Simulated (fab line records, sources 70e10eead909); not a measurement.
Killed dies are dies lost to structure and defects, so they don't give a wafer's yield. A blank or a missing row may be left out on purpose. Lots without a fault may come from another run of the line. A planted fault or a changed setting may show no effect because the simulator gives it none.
fab line records | flow nand_harc
record lots=6 wafers=18 last_day=25
route steps=1159 shown A_STAIRCASE@640 END@1159
lots that met no fault: from a run of the same line without faults
start_h: hours from the record's first day to the start of the lot's first wafer shown | wait_h: hours since the lot's step before | " the same as in the row above | L1.1+2: a row that stands for several wafers | - no value, or no start given | * or withheld: withheld | < > ~ a bound
route shown NAME@n: a module of which the file shows steps, and the number in the route of the first | usual: mean/standard deviation of fault-free wafers | same: alike in all rows | chamber/n: place in a boat | sites: the reading at each site | _std_site: their standard deviation | _edge_site: outer sites' mean less inner sites' | radius_mm: how far each site lies from the wafer's centre | mask NAME#n: copy n | behind: the tool/chamber that last shaped the wafer | hold: why the lot was held/for how many hours/how that ended | device: the transistor (n, p or np) that didn't switch | end of line: the same wafers' tests at the end of the route | a step without rows: its recipe alone | killed: dies lost to structure and defects at the first sort, not the wafer's yield | map: a wafer's dies, x killed, . not, _ none there
set.NAME: the setting as run; set.NAME@STEP: as run at that earlier step | model.NAME: the simulator's own value behind a step, which no gauge read
lots at some steps of the route; a table a step, a row a wafer
services: from which hour (start_h, from the record's first day; less than 0 if before it) a tool's chamber was out of use, for how many hours, and why
## steps
# step NHARC_A_STAIRCASE_EBR_246
# step NHARC_A_STAIRCASE_EXPOSE_247
# recipe na=0.5 dose_mj=25.34 mask_id=SDS_1
# step NHARC_A_STAIRCASE_PEB_248
# recipe peb_temp_c=115 peb_time_s=130
# step NHARC_A_STAIRCASE_DEVELOP_249
# recipe time_s=140
# step NHARC_A_STAIRCASE_HARDBAKE_251
# recipe temp_c=120 time_s=140
# step NHARC_A_STAIRCASE_DESCUM_252
# recipe time_s=3 o2_flow_sccm=200 ar_flow_sccm=0 bias_power_w=0 chemistry=O2
# usual chamber_pressure_mTorr=60.00/0.052 drypump_motor_current_A=5.6/0.49 mfc_ar_sccm=0.005/0.0083 oes_product_au=0.994/0.0078 rf_vpp_V=57.7/0.84 showerhead_plenum_p_Torr=1.91/0.072 throttle_valve_pct=11.311/0.0096
# columns lot.wafer tool chamber start_h wait_h chamber_pressure_mTorr drypump_motor_current_A mfc_ar_sccm oes_product_au rf_hours_counter_h rf_vpp_V showerhead_plenum_p_Torr throttle_valve_pct
L721.2 rie_diel-05 3 249.38 - 59.99 5.0 0 0.988 28 57.1 1.97 11.318
L721.1 " 1 " " 60.03 6.5 0.006 0.992 27 58.4 1.83 11.332
L721.6 " 0 " " 60.01 5.3 0 0.988 - 56.5 1.85 11.326
L723.2 rie_diel-04 3 263.14 - 59.97 5.8 0.021 0.990 54 57.5 1.98 11.328
L723.5 " 0 " " 60.10 5.4 0 1.003 - 57.9 1.86 11.308
L723.6 " 1 " " 60.03 5.5 0 0.995 - 59.4 2.06 11.320
L726.1 rie_diel-02 3 287.59 - 60.01 4.9 0 1.005 51 56.7 1.90 11.318
L726.2 " 1 " " 60.06 5.8 0.032 0.987 45 56.7 1.90 11.304
L726.6 " 0 " " 60.04 5.6 0.016 0.993 - 59.1 2.03 11.302
L724.4 rie_diel-02 3 292.95 - 60.03 4.9 0 1.003 52 58.5 1.89 11.307
L724.6 " 0 " " 60.00 5.6 0.016 0.999 - 57.9 2.03 11.313
L724.5 " 1 " " 59.93 5.8 0.032 0.993 - 58.5 1.89 11.320
L727.3 rie_diel-02 1 305.24 - 59.95 5.8 0.032 0.996 53 57.4 1.89 11.307
L727.2 " 2 " " 60.03 6.2 0.012 0.992 58 57.1 2.00 11.293
L727.6 " 2 " " 59.94 6.2 0.012 0.999 - 58.1 2.00 11.326
L743.3 rie_diel-04 3 387.33 - 59.97 5.7 0.021 1.003 32 58.3 1.96 11.304
L743.6 " 0 " " 60.05 5.4 0 1.002 - 58.5 1.85 11.306
L743.5 " 1 " " 60.01 5.6 0 0.993 - 58.5 2.05 11.310
# step NHARC_A_STAIRCASE_ETCH_253
# recipe target_depth_a=500 time_s=20.2 ion_energy_ev=400 c4f8_flow_sccm=20 o2_flow_sccm=10 ar_flow_sccm=withheld rf_w=600 bias_w=1000 chemistry=C4F8/O2
# usual chamber_pressure_mTorr=24.999/0.024 oes_product_au=0.944/0.019 rf_vpp_V=896/4.4
# columns lot.wafer tool chamber start_h wait_h chamber_pressure_mTorr oes_product_au rf_hours_counter_h rf_vpp_V
L721.1 rie_diel-05 2 249.48 0.1 25.063 0.966 27 895
L721.2 " 0 " " 25.042 0.958 28 891
L721.6 " 2 " " 25.045 0.964 - 896
L723.2 rie_diel-04 2 263.21 0.1 24.977 0.965 54 897
L723.6 " 0 " " 24.972 0.949 - 892
L723.5 " 1 " " 24.998 0.937 - 905
L726.2 rie_diel-02 3 287.69 0.1 25.003 0.931 51 894
L726.1 " 0 " " 25.024 0.917 48 903
L726.6 " 1 " " 24.996 0.910 - 895
L724.4 rie_diel-02 0 293.01 0.1 24.991 0.919 50 901
L724.6 " 3 " " 24.988 0.929 - 893
L724.5 " 0 " " 24.999 0.929 - 903
L727.3 rie_diel-02 1 305.33 0.1 25.014 0.945 53 896
L727.2 " 0 " " 24.986 0.969 57 902
L727.6 " 2 " " 24.970 0.951 - 903
L743.3 rie_diel-04 1 387.40 0.1 24.993 0.944 31 906
L743.5 " 1 " " 24.993 0.953 - 903
L743.6 " 2 " " 24.985 0.951 - 898
# step NHARC_A_STAIRCASE_STRIP_254
# recipe power_w=1500 temp_c=250 chemistry=O2
# usual drypump_motor_current_A=6.18/0.2 heater_power_w=327/19
# columns lot.wafer tool chamber start_h wait_h drypump_motor_current_A heater_power_w rf_hours_counter_h
L721.2 plasma_asher-02 0 249.57 - 6.38 299 18
L721.1 " 1 " " 6.00 343 18
L721.6 " 1 " " 5.98 346 -
L723.2 plasma_asher-01 0 263.48 - 6.36 363 54
L723.6 " 1 " " 5.98 318 -
L723.5 " 0 " " 6.36 353 -
L726.2 plasma_asher-01 0 289.99 - 6.35 341 5
L726.1 " 1 " " 5.93 320 5
L726.6 " 1 " " 5.93 322 -
L724.4 plasma_asher-01 0 294.21 - 6.36 338 -
L724.6 " 1 " " 6.00 313 -
L724.5 " 0 " " 6.37 339 -
L727.2 plasma_asher-01 0 306.26 - 6.33 340 18
L727.3 " 1 " " 5.99 320 -
L727.6 " 1 " " 5.97 314 -
L743.3 plasma_asher-01 0 387.59 - 6.36 345 -
L743.6 " 0 " " 6.36 344 -
L743.5 " 1 " " 5.97 323 -
# step NHARC_A_STAIRCASE_STRIP_255
# recipe time_s=900 temp_c=130 chemistry=SPM
# step NHARC_A_STAIRCASE_PRECLEAN_256
# recipe time_s=* temp_c=50 bath_age_min=0 chemistry=SC1
# step NHARC_A_STAIRCASE_SRD_257
# step NHARC_A_STAIRCASE_HM_DEP_456
# recipe target_thk_a=15000 temp_c=400 material=aC
# usual throttle_valve_pct=35.001/0.0087
# columns lot.wafer tool chamber start_h wait_h throttle_valve_pct
L721.1 acl_dep-03 0 250.39 - 35.003
L721.2 " 0 " " 35.009
L721.6 " 0 251.91 - 35.011
L723.2 acl_dep-01 0 264.55 - 34.999
L723.5 " 0 " " 35.011
L723.6 " 0 " " 35.009
L726.1 acl_dep-02 0 293.09 - 34.991
L726.2 " 0 " " 35.001
L726.6 " 0 294.62 - 35.004
L726.1 acl_dep-03 0 296.15 2.8 34.998
L726.2 " 0 " " 34.999
L726.6 " 0 297.67 2.8 35.010
L724.4 acl_dep-02 0 295.84 - 34.986
L724.5 " 0 " " 35.007
L724.6 " 0 " " 35.004
L727.2 acl_dep-01 0 309.07 - 35.002
L727.3 " 0 " " 34.993
L727.6 " 0 " " 35.000
L727.2 acl_dep-01 0 312.84 3.5 35.016
L727.3 " 0 " " 34.993
L727.6 " 0 " " 34.989
L743.3 acl_dep-01 0 389.60 - 35.012
L743.5 " 0 " " 35.000
L743.6 " 0 " " 34.986
# step NHARC_A_STAIRCASE_DEP_259
# recipe target_thk_a=300 target_thk_nm=30 temp_c=400 pressure_torr=3.5 flow_sccm=200 rf_w=350 material=SiON
# usual heater_power_w=774/84
# columns lot.wafer tool chamber start_h wait_h heater_power_w
L721.1 pecvd-04 0 252.24 1.5 832
L721.2 " 1 " " 721
L721.6 " 0 " " 847
L723.2 pecvd-02 1 266.63 1.8 772
L723.6 " 1 " " 807
L723.5 " 2 " " 1000
L724.4 pecvd-02 2 296.93 0.8 889
L724.5 " 0 " " 804
L724.6 " 1 " " 805
L726.2 pecvd-01 2 298.07 1.3 783
L726.1 " 0 " " 720
L726.6 " 1 " " 828
L727.2 pecvd-01 2 314.41 1.3 728
L727.3 " 0 " " 727
L727.6 " 2 " " 728
L743.3 pecvd-02 1 390.86 1.0 742
L743.6 " 2 " " 893
L743.5 " 0 " " 786
# step NHARC_END_SORT_01
# recipe temp_c=25
# usual killed_at_array=29/11 killed_at_other=0.6/0.89 killed_at_periphery=3.8/2.8 killed_dies=33/12 killed_open=3.5/1.9 killed_short=1.9/1.3
# same gross_dies=677
# columns lot.wafer tool chamber start_h wait_h killed_at_array killed_at_other killed_at_periphery killed_dies killed_open killed_short
L721.1 prober-01 0 454.84 2.5 41 0 4 45 4 0
L721.2 prober-01 0 455.64 2.8 40 2 5 47 3 5
L721.6 prober-01 0 458.83 4.0 41 0 9 50 8 3
L723.2 prober-02 0 455.78 2.8 28 0 1 29 3 2
L723.5 prober-02 0 458.23 3.8 26 1 5 32 4 0
L723.6 prober-02 0 459.05 4.1 22 1 4 27 4 2
L724.4 prober-02 0 475.84 3.4 13 0 2 15 4 2
L724.5 prober-02 0 476.65 3.7 20 0 1 21 4 1
L724.6 prober-02 0 477.46 4.1 14 0 3 17 4 3
L726.1 prober-02 0 481.25 2.5 33 0 3 36 5 2
L726.2 prober-02 0 482.04 2.8 32 1 3 36 3 7
L726.6 prober-02 0 485.24 4.0 20 1 3 24 3 2
L727.2 prober-01 0 511.71 2.8 23 1 5 29 3 2
L727.3 prober-01 0 512.51 3.1 20 1 2 23 2 3
L727.6 prober-01 0 514.94 4.0 23 0 2 25 4 0
L743.3 prober-01 0 587.02 3.1 19 1 4 24 4 4
L743.5 prober-01 0 588.63 3.7 27 0 3 30 1 0
L743.6 prober-01 0 589.43 4.0 15 1 16 32 8 1
# killed by level:class
L721.1 A_CHANNEL_HOLE_D1:chamber_film_flake=16 A_SLIT:chamber_film_flake=13 A_CONTACT:chamber_film_flake=3 A_M1:chamber_film_flake=3 P_M1:chamber_film_flake=2 A_CHANNEL_FILL_D1:chamber_film_flake=2 A_STAIRCASE:chamber_film_flake=2 P_GATE:geometric_particle:open=1
L721.2 A_CHANNEL_HOLE_D1:chamber_film_flake=13 A_SLIT:chamber_film_flake=8 A_CONTACT:chamber_film_flake=7 P_M1:chamber_film_flake=4 A_M1:chamber_film_flake=3 A_ONON_D1:geometric_particle:open=2 A_CHANNEL_HOLE_D1:geometric_particle:short=2 A_CHANNEL_FILL_D1:chamber_film_flake=2
L723.2 A_CHANNEL_HOLE_D1:chamber_film_flake=15 A_CONTACT:chamber_film_flake=3 A_ONON_D1:geometric_particle:open=1 A_ONON_D1:geometric_particle:short=1 A_STAIRCASE:geometric_particle:short=1 A_CONTACT:geometric_particle:open=1 A_M0:geometric_particle:open=1 P_STI:chamber_film_flake=1
L723.5 A_CHANNEL_HOLE_D1:chamber_film_flake=13 P_STI:chamber_film_flake=4 A_STAIRCASE:chamber_film_flake=4 A_SGD_CUT:chamber_film_flake=3 A_CONTACT:geometric_particle:open=2 P_M2:geometric_particle:open=1 A_WL_FILL:geometric_particle:open=1 A_SLIT:chamber_film_flake=1
L721.6 A_CHANNEL_HOLE_D1:chamber_film_flake=14 A_SLIT:chamber_film_flake=12 A_CONTACT:chamber_film_flake=5 P_M0:geometric_particle:open=2 P_GATE:chamber_film_flake=2 P_BONDPAD:chamber_film_flake=2 A_M1:chamber_film_flake=2 P_GATE:geometric_particle:open=1
L723.6 A_CHANNEL_HOLE_D1:chamber_film_flake=5 A_STAIRCASE:chamber_film_flake=5 A_WL_FILL:chamber_film_flake=3 A_CONTACT:chamber_film_flake=2 P_CONTACT:geometric_particle:short=1 A_CHANNEL_FILL_D1:geometric_particle:short=1 A_CHANNEL_FILL_D1:geometric_particle:open=1 A_WL_FILL:geometric_particle:open=1
L724.4 A_CHANNEL_HOLE_D1:chamber_film_flake=4 A_CONTACT:chamber_film_flake=2 P_GATE:geometric_particle:short=1 P_M2:geometric_particle:open=1 A_ONON_D1:geometric_particle:open=1 A_WL_FILL:geometric_particle:short=1 A_CONTACT:geometric_particle:open=1 A_BLC:geometric_particle:open=1
L724.5 A_STAIRCASE:chamber_film_flake=7 A_CHANNEL_HOLE_D1:chamber_film_flake=5 A_M0:chamber_film_flake=3 A_CHANNEL_FILL_D1:geometric_particle:open=2 A_CONTACT:geometric_particle:short=1 A_CONTACT:geometric_particle:open=1 A_M1:geometric_particle:open=1 P_CONTACT:chamber_film_flake=1
L724.6 A_CHANNEL_HOLE_D1:chamber_film_flake=4 A_M0:chamber_film_flake=2 P_GATE:geometric_particle:open=1 P_CONTACT:geometric_particle:short=1 P_CONTACT:geometric_particle:open=1 A_SOURCE_PLATE:geometric_particle:short=1 A_ONON_D1:geometric_particle:short=1 A_CHANNEL_FILL_D1:geometric_particle:open=1
L726.1 A_CHANNEL_HOLE_D1:chamber_film_flake=18 A_CONTACT:chamber_film_flake=4 A_STAIRCASE:chamber_film_flake=4 A_BLC:geometric_particle:open=2 P_GATE:geometric_particle:open=1 P_M1:geometric_particle:short=1 A_CHANNEL_FILL_D1:geometric_particle:open=1 A_WL_FILL:geometric_particle:short=1
L726.2 A_CHANNEL_HOLE_D1:chamber_film_flake=17 A_STAIRCASE:chamber_film_flake=4 A_CONTACT:chamber_film_flake=2 P_CONTACT:geometric_particle:open=1 P_CONTACT:geometric_particle:short=1 A_SOURCE_PLATE:geometric_particle:short=1 A_CHANNEL_HOLE_D1:geometric_particle:short=1 A_CHANNEL_FILL_D1:geometric_particle:short=1
L726.6 A_CHANNEL_HOLE_D1:chamber_film_flake=14 P_CONTACT:chamber_film_flake=2 A_STAIRCASE:chamber_film_flake=2 P_CONTACT:geometric_particle:open=1 A_CHANNEL_FILL_D1:geometric_particle:short=1 A_SGD_CUT:geometric_particle:open=1 A_M0:geometric_particle:open=1 STARTING-WAFER:geometric_particle:short=1
L727.2 A_SLIT:chamber_film_flake=10 A_STAIRCASE:chamber_film_flake=4 P_BONDPAD:chamber_film_flake=3 A_CONTACT:chamber_film_flake=3 A_CHANNEL_HOLE_D1:chamber_film_flake=2 A_CHANNEL_HOLE_D1:geometric_particle:short=1 A_CHANNEL_FILL_D1:geometric_particle:open=1 A_M0:geometric_particle:open=1
L727.3 A_SLIT:chamber_film_flake=7 A_CONTACT:chamber_film_flake=5 A_STAIRCASE:chamber_film_flake=3 P_M1:geometric_particle:open=1 A_ONON_D1:geometric_particle:short=1 A_CHANNEL_HOLE_D1:chamber_film_flake=1 A_WL_FILL:geometric_particle:short=1 A_M0:geometric_particle:short=1
L727.6 A_SLIT:chamber_film_flake=10 A_CHANNEL_HOLE_D1:chamber_film_flake=3 A_STAIRCASE:chamber_film_flake=3 A_CONTACT:chamber_film_flake=3 A_CONTACT:geometric_particle:open=2 P_BONDPAD:chamber_film_flake=2 A_ONON_D1:geometric_particle:open=1 A_SGD_CUT:geometric_particle:open=1
L743.3 A_CHANNEL_HOLE_D1:chamber_film_flake=7 A_SOURCE_PLATE:geometric_particle:short=2 A_CONTACT:geometric_particle:open=2 A_CONTACT:chamber_film_flake=2 P_M0:geometric_particle:open=1 A_ONON_D1:geometric_particle:short=1 A_WL_FILL:geometric_particle:short=1 P_ZERO_WELL:chamber_film_flake=1
L743.5 A_CHANNEL_HOLE_D1:chamber_film_flake=15 A_CONTACT:chamber_film_flake=6 A_ZERO_WELL:chamber_film_flake=3 P_ZERO_WELL:chamber_film_flake=2 A_CONTACT:geometric_particle:open=1 P_M0:chamber_film_flake=1 A_CHANNEL_FILL_D1:chamber_film_flake=1 A_STAIRCASE:chamber_film_flake=1
L743.6 P_M0:chamber_film_flake=7 A_CHANNEL_HOLE_D1:chamber_film_flake=5 P_ZERO_WELL:chamber_film_flake=4 A_CONTACT:chamber_film_flake=4 A_ONON_D1:geometric_particle:open=3 P_STI:chamber_film_flake=2 P_CONTACT:geometric_particle:open=1 P_M0:geometric_particle:open=1
## services
# columns tool chamber start_h hours kind
pecvd-02 - 233.64 2.6 repair
rie_diel-02 0 234.96 - clean
rie_diel-02 1 234.96 - clean
rie_diel-02 2 234.96 - clean
rie_diel-02 3 234.96 - clean
pecvd-01 - 237.31 13.0 pm
rie_diel-02 0 259.46 - clean
pecvd-01 - 265.32 1.4 repair
rie_diel-02 - 268.13 0.7 repair
pecvd-04 2 269.94 18.9 repair
plasma_asher-02 - 273.06 40.6 repair
plasma_asher-01 - 276.38 9.0 pm
rie_diel-02 - 281.04 0.8 repair
rie_diel-04 - 289.09 9.0 pm
acl_dep-01 - 293.40 13.0 pm
pecvd-04 - 305.82 1.3 repair
rie_diel-02 - 328.27 9.0 pm
pecvd-02 - 334.16 13.0 pm
rie_diel-05 - 340.68 9.0 pm
acl_dep-02 - 349.36 13.0 pm
rie_diel-04 1 359.93 2.0 repair
plasma_asher-02 - 360.11 9.0 pm
plasma_asher-01 - 374.16 0.9 repair
pecvd-04 - 376.25 13.0 pm
## key
first_sign step=NHARC_A_STAIRCASE_HM_DEP_456 reading=visit direction=added
effect none on later readings
met_at NHARC_A_STAIRCASE_HM_DEP_456
struck_wafers L726.1,L726.2,L726.6,L727.2,L727.3,L727.6
tester_left_out L726,L727
fault kind=repeated_step_whole tool=acl_dep-01,acl_dep-02,acl_dep-03 chamber=- onset_h=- steps=NHARC_A_STAIRCASE_HM_DEP_456 times=1 scope=struck_lots_only
# tester_left_out: of these lots the tester's yield and bins aren't shown, on N5 and GAA mostly nor the transistor test; their killed dies are dies lost to structure and defects alone, not to doping, threshold or leakage, so they don't give the yield
